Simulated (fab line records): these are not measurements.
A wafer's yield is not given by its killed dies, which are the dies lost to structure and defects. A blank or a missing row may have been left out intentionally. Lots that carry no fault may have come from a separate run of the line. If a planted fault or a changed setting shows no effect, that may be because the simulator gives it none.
Which tool is to blame?	flow n5-finfet	Sampling: 11 lots, 33 wafers, 5 of 1938 route steps

## WHAT EACH GAUGE READ, for each wafer
The record lacks any reading of a measuring or inspecting step that a usual standard deviation could be used to judge.

## WHICH TOOL RAN EACH LOT (tool, then ch and the chambers of the sampled wafers, then the start)
lot	N5_MIM_BOT_SPUTTER_00	N5_MIM_TOP_ETCH_ETCH_00	N5_PASSIVATION_SPUTTER_20	N5_PASSIVATION_AL_ETCH_33	N5_PASSIVATION_PROBE_49
L596	pvd-sputter-03, day 11 13:30	rie-metal-01 ch 1, day 11 17:38	pvd-sputter-02, day 11 21:15	rie-metal-01 ch 1, day 11 22:07	-
L597	pvd-sputter-02, day 12 11:20	rie-metal-01 ch 0,1, day 12 13:07	pvd-sputter-03, day 12 17:08	rie-metal-01 ch 0,1, day 12 17:53	-
L600	pvd-sputter-02, day 12 16:43	rie-metal-03 ch 0,1, day 12 20:17	pvd-sputter-03, day 12 23:38	rie-metal-03 ch 0,1, day 13 00:34	-
L598	pvd-sputter-03, day 12 16:48	rie-metal-03 ch 0,1, day 12 20:28	pvd-sputter-02, day 12 23:41	rie-metal-02 ch 0,1, day 13 00:50	-
L601	pvd-sputter-01, day 13 04:11	rie-metal-01 ch 1, day 13 06:17	pvd-sputter-03, day 13 12:19	rie-metal-02 ch 1, day 13 13:14	-
L602	pvd-sputter-03, day 13 13:23	rie-metal-03 ch 0,1, day 13 16:43	pvd-sputter-03, day 13 20:02	rie-metal-02 ch 0,1, day 13 20:58	prober-02, day 14 01:57
L605	pvd-sputter-01, day 14 02:02	rie-metal-01 ch 0, day 14 03:40	pvd-sputter-01, day 14 08:01	rie-metal-03 ch 0,1, day 14 08:48	-
L614	pvd-sputter-01, day 16 04:41	rie-metal-01 ch 0,1, day 16 06:09	pvd-sputter-01, day 16 11:20	rie-metal-01 ch 0,1, day 16 12:18	-
L619	pvd-sputter-03, day 17 04:29	rie-metal-02 ch 0,1, day 17 07:17	pvd-sputter-01, day 17 12:34	rie-metal-01 ch 0,1, day 17 14:44	-
L617	pvd-sputter-01, day 17 09:31	rie-metal-01 ch 0,1, day 17 12:11	pvd-sputter-02, day 17 17:24	rie-metal-03 ch 0,1, day 17 21:28	-
L616	pvd-sputter-03, day 17 09:52	rie-metal-02 ch 0,1, day 17 12:30	pvd-sputter-01, day 17 17:22	rie-metal-01 ch 0,1, day 17 21:23	-
- N5_MIM_BOT_SPUTTER_00: material TiN, target thk 35 nm, time 89.7 s.
- N5_MIM_TOP_ETCH_ETCH_00: etches TiN in Cl2/BCl3, target depth 38.5 nm.
- N5_PASSIVATION_SPUTTER_20: material TaN, target thk 50 nm.
- N5_PASSIVATION_AL_ETCH_33: etches Al in Cl2/BCl3, stops on TaN, target depth 2800 nm, time 466.7 s.
- N5_PASSIVATION_PROBE_49

## AS READ BY THE TOOLS THEMSELVES (means over the sampled wafers that have a number; for cases with no such wafer, the mark the record gives instead)
N5_MIM_BOT_SPUTTER_00. Usual: susceptor-temp-C 199.99 C, standard deviation 0.16; throttle-valve-pct 29.7 %, standard deviation 1.1.
lot	tool	susceptor-temp-C (C)	throttle-valve-pct (%)	flag
L596	pvd-sputter-03	200.02	29.2	
L597	pvd-sputter-02	200.04	29.8	
L600	pvd-sputter-02	200.04	29.6	
L598	pvd-sputter-03	200.09	28.9	
L601	pvd-sputter-01	200.07	28.8	
L602	pvd-sputter-03	199.95	28.8	
L605	pvd-sputter-01	199.95	30.9	
L614	pvd-sputter-01	200.16	30.2	
L619	pvd-sputter-03	199.89	28.8	
L617	pvd-sputter-01	200.06	31.0	
L616	pvd-sputter-03	200.05	27.9	

N5_MIM_TOP_ETCH_ETCH_00. Usual: drypump-motor-current-A 5.9 A, standard deviation 0.35; mfc-cl2-sccm 53.26 sccm, standard deviation 0.16; oes-product-au 0.80 a.u., standard deviation 0.1; throttle-valve-pct 22.84 %, standard deviation 0.23.
lot	tool	drypump-motor-current-A (A)	mfc-cl2-sccm (sccm)	oes-product-au (a.u.)	throttle-valve-pct (%)	flag
L596	rie-metal-01	6.4	53.24	0.73	23.13	
L597	rie-metal-01	5.7	53.31	0.89	22.92	
L600	rie-metal-03	6.0	53.32	0.91	22.86	
L598	rie-metal-03	6.0	53.07	0.85	22.76	
L601	rie-metal-01	6.3	53.20	0.72	23.14	
L602	rie-metal-03	6.0	53.25	0.85	22.75	
L605	rie-metal-01	5.3	53.09	0.94	22.81	
L614	rie-metal-01	5.6	53.27	0.85	22.92	
L619	rie-metal-02	5.6	53.33	0.70	22.60	
L617	rie-metal-01	6.0	53.33	0.78	23.04	
L616	rie-metal-02	5.6	53.41	0.71	22.61	

N5_PASSIVATION_SPUTTER_20. Usual: susceptor-temp-C 24.99 C, standard deviation 0.11; throttle-valve-pct 29.7 %, standard deviation 1.1.
lot	tool	susceptor-temp-C (C)	throttle-valve-pct (%)	flag
L596	pvd-sputter-02	24.96	29.7	
L597	pvd-sputter-03	24.97	28.6	
L600	pvd-sputter-03	24.95	29.3	
L598	pvd-sputter-02	24.91	30.2	
L601	pvd-sputter-03	25.11	29.7	
L602	pvd-sputter-03	24.97	29.0	
L605	pvd-sputter-01	25.08	30.9	
L614	pvd-sputter-01	24.96	30.1	
L619	pvd-sputter-01	24.88	30.1	
L617	pvd-sputter-02	25.17	29.6	
L616	pvd-sputter-01	24.95	30.5	

N5_PASSIVATION_AL_ETCH_33. Usual: drypump-motor-current-A 5.9 A, standard deviation 0.34; mfc-cl2-sccm 180.0 sccm, standard deviation 0.54; oes-product-au 0.71 a.u., standard deviation 0.083; throttle-valve-pct 34.5 %, standard deviation 0.35.
lot	tool	drypump-motor-current-A (A)	mfc-cl2-sccm (sccm)	oes-product-au (a.u.)	throttle-valve-pct (%)	flag
L596	rie-metal-01	6.4	180.5	0.65	35.0	
L597	rie-metal-01	5.7	180.3	0.82	34.7	
L600	rie-metal-03	5.9	179.7	0.83	34.5	
L598	rie-metal-02	5.8	179.9	0.64	34.5	
L601	rie-metal-02	6.0	179.8	0.63	34.7	
L602	rie-metal-02	5.6	180.0	0.65	34.2	
L605	rie-metal-03	6.0	180.5	0.80	34.5	
L614	rie-metal-01	5.6	180.0	0.75	34.8	
L619	rie-metal-01	5.7	180.1	0.75	34.7	
L617	rie-metal-03	6.0	180.5	0.72	34.4	
L616	rie-metal-01	6.0	180.2	0.69	34.9	

N5_PASSIVATION_PROBE_49. Usual: defect-limited-yield 91.3 %, standard deviation 1.5; killed_at_M0_to_M3 35, standard deviation 8.7; killed_at_M4_up 14, standard deviation 5.5; killed-at-contacts 11, standard deviation 5.6; killed-at-front-end 39, standard deviation 13; killed-at-other 3.7, standard deviation 2.2; killed-dies 103, standard deviation 18; killed-open 69, standard deviation 14; killed-short 33, standard deviation 7.8; sort_bin_4_leakage 0.02 %, standard deviation 0.15; sort_bin_5_function 5.1 %, standard deviation 0.99; sort_bin_6_memory 3.3 %, standard deviation 0.67; sort_bin_8_speed 0.02 %, standard deviation 0.17; sort-n-pass 1077, standard deviation 18; sort-yield-pct 91.2 %, standard deviation 1.5.
lot	tool	defect-limited-yield (%)	killed_at_M0_to_M3	killed_at_M4_up	killed-at-contacts	killed-at-front-end	killed-at-other	killed-dies	killed-open	killed-short	sort_bin_4_leakage (%)	sort_bin_5_function (%)	sort_bin_6_memory (%)	sort_bin_8_speed (%)	sort-n-pass	sort-yield-pct (%)	flag
L602	prober-02	91.1	44	10	7	34	10.0	105	65	34	0.00	5.1	3.1	0.00	1075	91.1	

## THE ANSWER, worked out from the rows above alone
Rule: a lot counts as off when the mean over its wafers that have a number is more than 3 standard deviations away from the usual mean. A lot without any number at a reading at which 4 lots or more have one is off too. The other lots that the step has rows for count as sound. The gauges are gone through in route order, then the tools' own readings, and for those a lot's mean is taken as printed above. The first step at which some lot is off is used, and at that step the reading that is off furthest; a lot without a number counts as furthest.
Nothing can be told from this: no lot is off at any reading shown.

## WHAT THE SIMULATOR HAD INSERTED
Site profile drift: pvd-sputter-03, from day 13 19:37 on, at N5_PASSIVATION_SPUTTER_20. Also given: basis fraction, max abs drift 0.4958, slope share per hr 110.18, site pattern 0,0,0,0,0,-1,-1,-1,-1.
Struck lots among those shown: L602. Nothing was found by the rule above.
